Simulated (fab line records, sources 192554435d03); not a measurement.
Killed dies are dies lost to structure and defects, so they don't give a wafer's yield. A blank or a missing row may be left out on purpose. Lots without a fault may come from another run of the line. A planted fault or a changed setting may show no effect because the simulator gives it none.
fab line records | flow n5_finfet
record lots=10 wafers=30 last_day=18
route steps=1938 shown BEOL_M4@1111 BEOL_M6@1251 BEOL_M7@1273 PASSIVATION@1936
lots that met no fault: from a run of the same line without faults
start_h: hours from the record's first day to the start of the lot's first wafer shown | wait_h: hours since the lot's step before | " the same as in the row above | L1.1+2: a row that stands for several wafers | - no value, or no start given | * or withheld: withheld | < > ~ a bound
route shown NAME@n: a module of which the file shows steps, and the number in the route of the first | usual: mean/standard deviation of fault-free wafers | same: alike in all rows | chamber/n: place in a boat | sites: the reading at each site | _std_site: their standard deviation | _edge_site: outer sites' mean less inner sites' | radius_mm: how far each site lies from the wafer's centre | mask NAME#n: copy n | behind: the tool/chamber that last shaped the wafer | hold: why the lot was held/for how many hours/how that ended | device: the transistor (n, p or np) that didn't switch | end of line: the same wafers' tests at the end of the route | a step without rows: its recipe alone | killed: dies lost to structure and defects at the first sort, not the wafer's yield | map: a wafer's dies, x killed, . not, _ none there
set.NAME: the setting as run; set.NAME@STEP: as run at that earlier step | model.NAME: the simulator's own value behind a step, which no gauge read
steps of the route over a sample of lots; a table a step, a row a wafer
services: from which hour (start_h, from the record's first day; less than 0 if before it) a tool's chamber was out of use, for how many hours, and why
## steps
# step N5_BEOL_M4_RC_MEAS_101
# usual DIBL_N=36.3/1.9 DIBL_P=36.0/2.1 IOFF_N=0.16/0.031 IOFF_P=0.21/0.035 ION_N=675/14 ION_P=464/8.5 SS_N=71.5/0.6 SS_P=73.3/0.72 VT_N=250/3.2 VT_P=-250/3.1
# columns lot.wafer tool chamber start_h wait_h DIBL_N[mV/V] DIBL_P[mV/V] IOFF_N[nA/um] IOFF_P[nA/um] ION_N[uA/um] ION_P[uA/um] SS_N[mV/dec] SS_P[mV/dec] VT_N[mV] VT_P[mV]
L565.1 prober-02 0 162.43 0.0 37.9 38.3 0.19 0.27 683 472 71.8 74.1 247 -245
L565.3 " 0 " " 38.2 39.7 0.21 0.31 705 484 71.7 74.4 245 -244
L565.5 " 0 " " 37.5 38.2 0.19 0.27 688 470 71.7 74.0 245 -246
L567.3 prober-01 0 174.19 0.3 33.5 31.3 0.11 0.14 649 443 70.3 72.5 254 -258
L567.4 " 0 " " 37.7 36.1 0.17 0.20 662 455 72.0 73.5 253 -252
L567.6 " 0 " " 34.6 32.5 0.13 0.15 664 452 71.9 72.4 253 -256
L568.2 prober-01 0 183.01 0.2 34.5 36.0 0.14 0.19 691 475 70.4 73.7 249 -252
L568.4 " 0 " " 34.5 36.8 0.14 0.20 673 464 70.9 74.3 251 -250
L568.5 " 0 " " 39.1 41.7 0.24 0.29 698 470 71.9 74.9 242 -247
L569.1 prober-02 0 186.04 0.0 36.8 36.4 0.15 0.20 654 452 72.1 73.0 254 -254
L569.3 " 0 " " 35.1 34.4 0.13 0.18 664 455 70.7 72.6 253 -253
L569.5 " 0 " " 34.9 34.6 0.13 0.18 668 459 71.4 73.1 253 -253
L572.2 prober-02 0 207.27 0.2 39.5 38.3 0.19 0.27 675 465 72.0 73.3 249 -247
L572.3 " 0 " " 39.9 38.0 0.22 0.27 672 460 72.6 73.2 247 -244
L572.5 " 0 " " 36.4 35.1 0.16 0.22 677 470 70.3 72.6 251 -247
L579.2 prober-01 0 285.25 0.2 37.7 35.8 0.17 0.22 691 473 72.6 73.5 248 -246
L579.3 " 0 " " 36.4 34.5 0.15 0.19 675 462 72.1 72.9 250 -251
L579.5 " 0 " " 37.2 34.4 0.16 0.19 676 460 72.3 72.9 251 -251
L581.1 prober-02 0 295.30 0.0 39.3 40.2 0.22 0.29 696 484 72.3 74.4 246 -245
L581.3 " 0 " " 36.0 35.6 0.15 0.19 694 475 70.8 73.4 249 -251
L581.6 " 0 " " 36.2 36.0 0.15 0.20 686 472 71.5 73.3 249 -252
L583.2 prober-02 0 307.71 0.2 37.5 35.8 0.16 0.21 694 471 71.5 74.1 249 -249
L583.4 " 0 " " 39.9 38.6 0.21 0.25 683 462 72.6 74.0 245 -247
L583.6 " 0 " " 40.5 39.5 0.24 0.27 715 481 72.2 74.0 244 -245
L582.1 prober-01 0 313.40 0.0 38.9 37.9 0.18 0.24 673 462 71.4 74.0 248 -249
L582.2 " 0 " " 36.9 34.5 0.15 0.19 673 456 71.2 73.6 249 -252
L582.3 " 0 " " 37.8 36.4 0.15 0.22 648 451 72.2 74.2 253 -252
L578.1 prober-02 0 320.06 0.0 37.1 36.4 0.16 0.20 672 461 72.1 73.9 255 -252
L578.2 " 0 " " 37.9 38.7 0.19 0.26 674 468 71.9 74.0 250 -248
L578.3 " 0 " " 36.8 35.7 0.15 0.21 676 469 71.6 73.9 251 -250
# step N5_BEOL_M6_ALD_77
# recipe material=TaN target_thk_a=20 temp_c=275 ald_precursor_family=PDMAT ald_co_reactant=NH3 pressure_torr=3 carrier_flow_sccm=1500 pulse_time_s=2 purge_time_s=3 co_reactant_purge_time_s=2 co_reactant_pulse_time_s=3 ald_cycles=40 precursor_vessel_temp_c=75 precursor_vessel_pressure_torr=26.25 precursor_vessel_carrier_sccm=1000
# usual heater_power_w=412/49
# columns lot.wafer tool chamber start_h wait_h heater_power_w
L565.1 ald_metal-04 3 182.49 0.1 355
L565.3 " 0 " " 439
L565.5 " 1 " " 452
L567.3 ald_metal-02 2 193.93 0.0 509
L567.4 " 0 " " 416
L567.6 " 0 " " 423
L568.2 ald_metal-03 2 201.74 0.1 456
L568.4 " 1 " " 470
L568.5 " 0 " " 362
L569.1 ald_metal-02 2 203.31 0.0 510
L569.3 " 0 " " 422
L569.5 " 1 " " 378
L572.2 ald_metal-04 1 221.01 0.0 457
L572.3 " 2 " " 342
L572.5 " 3 " " 349
L579.2 ald_metal-04 2 302.51 0.3 334
L579.3 " 3 " " 358
L579.5 " 3 " " 356
L581.1 ald_metal-02 0 313.14 0.0 427
L581.3 " 1 " " 368
L581.6 " 3 " " 361
L583.2 ald_metal-04 3 324.29 0.0 345
L583.4 " 1 " " 443
L583.6 " 0 " " 445
L582.1 ald_metal-03 3 335.92 0.0 411
L582.2 " 0 " " 356
L582.3 " 1 " " 471
L578.1 ald_metal-04 3 338.74 0.2 347
L578.2 " 1 " " 455
L578.3 " 2 " " 344
# step N5_BEOL_M6_SPUTTER_48
# recipe material=Cu target_thk_a=100 temp_c=-20 bias_v=60 power_w=26000 chamber_pressure_pa=0.13 time_s=1.667
# usual chuck_sensor_temp_C=-15.88/0.28 throttle_valve_pct=29.8/0.97
# columns lot.wafer tool chamber start_h wait_h chuck_sensor_temp_C throttle_valve_pct
L565.1 pvd_sputter-02 - 184.91 1.5 -16.11 30.6
L565.3 " - " " -15.47 29.2
L565.5 " - " " -16.01 30.7
L567.3 pvd_sputter-03 - 194.39 0.1 -15.89 30.5
L567.4 " - " " -16.13 28.7
L567.6 " - " " -15.82 28.8
L568.2 pvd_sputter-02 - 202.34 0.2 -15.47 28.9
L568.4 " - " " -15.96 30.7
L568.5 " - " " -16.11 29.3
L569.1 pvd_sputter-03 - 203.77 0.1 -16.57 31.1
L569.3 " - " " -16.07 31.0
L569.5 " - " " -15.99 30.8
L572.2 pvd_sputter-02 - 221.49 0.1 -15.90 29.2
L572.3 " - " " -15.37 29.0
L572.5 " - " " -15.84 28.4
L579.2 pvd_sputter-02 - 303.71 0.2 -16.00 29.2
L579.3 " - " " -16.14 30.7
L579.5 " - " " -16.10 30.4
L581.1 pvd_sputter-01 - 315.34 1.7 -15.74 30.0
L581.3 " - " " -15.71 31.4
L581.6 " - " " -15.99 30.2
L583.2 pvd_sputter-01 - 324.87 0.1 -15.93 30.0
L583.4 " - " " -16.17 30.2
L583.6 " - " " -15.87 30.0
L582.1 pvd_sputter-02 - 337.87 1.0 -15.88 28.0
L582.2 " - " " -16.14 30.6
L582.3 " - " " -15.48 29.0
L578.1 pvd_sputter-02 - 341.16 1.2 -16.00 29.2
L578.2 " - " " -15.29 28.9
L578.3 " - " " -15.74 28.4
# step N5_BEOL_M7_EXPOSE_08
# recipe mask_id=M7 na=1.35 source_shape=dipole sigma_inner=0.817 sigma_outer=0.97 polarization=te dose_mj=68.25
# usual exposure_dose_mJ_cm2=68.23/0.082
# columns lot.wafer tool chamber start_h wait_h mask exposure_dose_mJ_cm2
L565.1 arfi_scanner-03 0 188.52 - M7#0 68.19
L565.3 " 0 " " M7#0 68.20
L565.5 " 0 " " M7#0 68.06
L567.3 arfi_scanner-03 0 197.81 - M7#0 68.23
L567.4 " 0 " " M7#0 68.17
L567.6 " 0 " " M7#0 68.09
L568.2 arfi_scanner-01 0 206.24 - M7#0 68.34
L568.4 " 0 " " M7#0 68.34
L568.5 " 0 " " M7#0 68.22
L569.1 arfi_scanner-02 0 208.22 - M7#0 68.28
L569.3 " 0 " " M7#0 68.24
L569.5 " 0 " " M7#0 68.19
L572.2 arfi_scanner-01 0 223.41 - M7#0 67.36
L572.3 " 0 " " M7#0 67.35
L572.5 " 0 " " M7#0 67.39
L579.2 arfi_scanner-02 0 309.67 - M7#0 68.36
L579.3 " 0 " " M7#0 68.42
L579.5 " 0 " " M7#0 68.33
L581.1 arfi_scanner-02 0 319.39 - M7#0 68.11
L581.3 " 0 " " M7#0 68.18
L581.6 " 0 " " M7#0 68.20
L583.2 arfi_scanner-03 0 329.65 - M7#0 68.26
L583.4 " 0 " " M7#0 68.21
L583.6 " 0 " " M7#0 68.27
L582.1 arfi_scanner-03 0 339.92 - M7#0 68.15
L582.2 " 0 " " M7#0 68.13
L582.3 " 0 " " M7#0 68.06
L578.1 arfi_scanner-03 0 343.69 - M7#0 68.15
L578.2 " 0 " " M7#0 68.10
L578.3 " 0 " " M7#0 68.06
# step N5_BEOL_M7_CD_MEAS_11
# recipe target_cd_nm=38.5 landing_energy_ev=500 detector=se_inlens polarity=opening
# usual cd_nm=38.6/0.53
# columns lot.wafer tool chamber start_h wait_h cd_nm
L565.1 cd_sem-03 0 188.65 - 39.1
L565.3 " 0 " " 38.8
L565.5 " 0 " " 38.4
L567.3 cd_sem-03 0 197.92 - 38.2
L567.4 " 0 " " 39.0
L567.6 " 0 " " 37.9
L568.2 cd_sem-01 0 206.37 - 38.7
L568.4 " 0 " " 39.0
L568.5 " 0 " " 39.3
L569.1 cd_sem-03 0 208.35 - 39.2
L569.3 " 0 " " 38.9
L569.5 " 0 " " 38.8
L572.2 cd_sem-01 0 223.53 - 37.1
L572.3 " 0 " " 37.7
L572.5 " 0 " " 36.9
L579.2 cd_sem-01 0 309.79 - 38.8
L579.3 " 0 " " 37.7
L579.5 " 0 " " 38.6
L581.1 cd_sem-03 0 319.52 - 38.5
L581.3 " 0 " " 38.3
L581.6 " 0 " " 39.0
L583.2 cd_sem-01 0 329.77 - 37.9
L583.4 " 0 " " 38.4
L583.6 " 0 " " 38.8
L582.1 cd_sem-03 0 340.05 - 39.6
L582.2 " 0 " " 39.9
L582.3 " 0 " " 39.3
L578.1 cd_sem-03 0 343.81 - 38.9
L578.2 " 0 " " 39.3
L578.3 " 0 " " 38.6
# step N5_PASSIVATION_PROBE_49
# usual defect_limited_yield=91.0/1.5 killed_at_M0_to_M3=32/9.6 killed_at_M4_up=13/4.7 killed_at_contacts=13/7.2 killed_at_front_end=44/13 killed_at_other=4/3.4 killed_dies=106/18 killed_open=70/13 killed_short=35/8 sort_bin_5_function=5.3/0.97 sort_bin_6_memory=3.4/0.73 sort_n_pass=1074/18 sort_yield_pct=91.0/1.5
# same gross_dies=1180 killed_at_back_side=0 sort_bin_4_leakage[%]=0 sort_bin_8_speed[%]=0
# columns lot.wafer tool chamber start_h wait_h defect_limited_yield[%] killed_at_M0_to_M3 killed_at_M4_up killed_at_contacts killed_at_front_end killed_at_other killed_dies killed_open killed_short sort_bin_5_function[%] sort_bin_6_memory[%] sort_n_pass sort_yield_pct[%]
L572.3 prober-02 - 290.58 0.1 81.4 158 18 6 36 1 219 54 30 11.8 4.0 961 81.4
L572.5 prober-02 - 290.68 0.2 80.4 166 18 2 43 2 231 55 39 12.8 4.2 949 80.4
# killed by level:class
L572.3 BEOL_M3:unspecified=134 BEOL_M4:geometric_particle:open=10 BEOL_M0_SAQP:geometric_particle:open=9 FIN_SAQP:geometric_particle:short=7 MOL_CONTACT_COAG:geometric_particle:open=6 BEOL_M0_SAQP:geometric_particle:short=6 FIN_SAQP:geometric_particle:open=5 STI_FIN_REVEAL:geometric_particle:open=5
L572.5 BEOL_M3:unspecified=134 FIN_SAQP:geometric_particle:short=11 DUMMY_GATE:geometric_particle:open=8 BEOL_M2:geometric_particle:open=8 BEOL_M4:geometric_particle:open=8 GATE_CUT:geometric_particle:short=7 FIN_SAQP:geometric_particle:open=6 STI_FIN_REVEAL:geometric_particle:open=5
## services
# columns tool chamber start_h hours kind
arfi_scanner-02 - 158.85 4.9 pm
ald_metal-04 2 159.14 6.5 repair
arfi_scanner-01 - 159.25 0.6 repair
arfi_scanner-03 - 160.09 0.8 pm
arfi_scanner-01 - 160.86 3.1 pm
ald_metal-03 - 161.14 1.1 repair
arfi_scanner-01 - 166.46 1.0 pm
arfi_scanner-02 - 172.24 4.6 repair
ald_metal-04 2 176.51 6.2 repair
arfi_scanner-03 - 177.43 3.0 pm
arfi_scanner-01 - 183.04 1.3 pm
ald_metal-02 0 184.41 9.5 repair
arfi_scanner-03 - 192.52 2.3 repair
arfi_scanner-01 - 196.31 4.9 pm
arfi_scanner-03 - 198.75 8.6 repair
arfi_scanner-02 - 208.87 0.2 repair
arfi_scanner-03 - 227.38 1.0 pm
arfi_scanner-02 - 235.81 0.8 pm
arfi_scanner-03 - 244.22 1.3 pm
arfi_scanner-02 - 282.10 0.8 pm
arfi_scanner-02 - 288.05 1.3 pm
arfi_scanner-03 - 313.46 0.5 repair
arfi_scanner-02 - 315.94 1.0 pm
arfi_scanner-02 - 339.53 2.7 repair
## key
first_sign step=N5_BEOL_M7_EXPOSE_08 reading=exposure_dose_mJ_cm2 direction=down sigmas=11 usual=68.23 struck=67.37
effect none on later readings
met_at N5_BEOL_M7_EXPOSE_08
struck_lots L572
loop_trim step=N5_BEOL_M7_EXPOSE_08 setting=dose lots=L572
not_acting_at N5_BEOL_M6_ALD_77,N5_BEOL_M6_SPUTTER_48,N5_BEOL_M7_CD_MEAS_11
onset_between 206.24 223.41
earlier_fault kind=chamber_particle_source tool=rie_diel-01 chamber=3 onset_h=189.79 steps=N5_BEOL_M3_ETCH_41 rate_per_visit_cm2=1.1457 until_the_next_wet_clean=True
fault kind=process_parameter_drift tool=arfi_scanner-01 chamber=- onset_h=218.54 steps=N5_BEOL_M7_EXPOSE_08 channel=dose_mj offset=-1.1464 shape=step acts_in=these_recipes_only stated=68.25
# loop_trim: a control loop set the setting to another value than it would have without faults
